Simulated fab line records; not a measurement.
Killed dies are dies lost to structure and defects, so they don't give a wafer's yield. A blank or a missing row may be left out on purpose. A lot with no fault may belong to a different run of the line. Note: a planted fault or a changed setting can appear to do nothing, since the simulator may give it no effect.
A lot that was struck, set against a sound lot + flow n5 finfet + 14 out of 1938 route steps
Sound: the wafers L250.3, L250.4, L250.5. Struck: wafers L244.1, L244.5 (left out: L244.6, a lot-mate that was not struck); the cause follows at the end.
At each step with rows: each side's tool, then ch and its chambers, then its first start. Under that, the readings that differ: sound wafers + struck wafers + difference of the means + sigmas: that difference in standard deviations of wafers without a fault.
alike: readings whose means differ by less than 2 such deviations, and words and numbers that are the same on both sides. not compared: withheld readings, readings that some wafer has no value for, bounds like >300 that may hide the same value, and numbers for which the record gives no deviation and whose values overlap.
The two part at a step that has a row with sigmas, a row that says differs or no value, or rows on one side only. Non-overlapping numbers with no deviation appear without sigmas and do not part them. A reading missing from all wafers of one side parts the sides only when that side holds two or more wafers.

N5_BEOL_M9_TRENCH_ETCH_37: etches SiCOH lowk in C4F6/O2, target depth 151.43 nm, time 49 s.
  sound: rie diel-02 ch 0,1; struck: rie diel-03 ch 0,2
  alike: drypump motor current A, oes product au, rf vpp V, showerhead plenum p Torr, throttle valve pct
  not compared: rf hours counter h
N5_BEOL_M9_ETCH_41: etches SiCN in CH3F/O2, target depth 36.6 nm, time 70.1 s.
  sound: rie diel-02 ch 0,1; struck: rie diel-03 ch 0,2
  alike: drypump motor current A, oes product au, rf vpp V, showerhead plenum p Torr, throttle valve pct
  not compared: rf hours counter h
then, 1 step without rows for these wafers: N5_BEOL_M9_STRIP_80 (strips in N2/H2, time 10 s).
N5_BEOL_M9_OCD_MEAS_38:
  sound on ocd-01 at day 16 18:25; struck on ocd-02 at day 14 22:04
  alike: trench depth nm
then, 4 steps without rows for these wafers: N5_BEOL_M9_HM_STRIP_39 (strips TiN in peroxide tin strip, target depth 25 nm, time 158 s); N5_BEOL_M9_SRD_40 (time 30 s); N5_BEOL_M9_PRECLEAN_42 (cleans in residue remover, time 60 s); N5_BEOL_M9_SRD_43 (time 30 s).
N5_BEOL_M9_CD_MEAS_35: target cd 70 nm, target cd y 40 nm.
  sound on cd sem-01 at day 16 18:34; struck on cd sem-03 at day 14 22:13
  alike: cd nm
N5_BEOL_M9_CURE_72: cures SiCOH lowk, time 120 s.
  sound on uv cure-02 ch 2, day 16 18:43; struck on uv cure-03 ch 1, day 14 22:17
  alike: lamp power pct, wafer_temp_C_max
N5_BEOL_M9_DEGAS_44: time 60 s.
  sound on pvd sputter-01 at day 16 18:57; struck on pvd sputter-02 at day 14 23:35
  alike: heater power w
N5_BEOL_M9_PRE_CLEAN_45: time 30 s.
  sound on pvd sputter-01 at day 16 18:59; struck on pvd sputter-02 at day 14 23:38
  alike: heater power w
N5_BEOL_M9_ALD_74: deposits TaN, target thk 2 nm, pulse time 2 s, purge time 3 s.
  sound on ald metal-03 ch 2,3, day 16 19:03; struck on ald metal-02 ch 0,2, day 14 23:41
| reading    | sound    | struck | difference | sigmas |
|------------|----------|--------|------------|--------|
| ald cycles | 40 40 40 | 36 36  | -4         |        |
  alike: heater power w
then, 1 step without rows for these wafers: N5_BEOL_M9_SURFACE_TREAT_79.

## WHERE THEY PART
Nowhere in this record.

WHY: whatever the simulator had introduced
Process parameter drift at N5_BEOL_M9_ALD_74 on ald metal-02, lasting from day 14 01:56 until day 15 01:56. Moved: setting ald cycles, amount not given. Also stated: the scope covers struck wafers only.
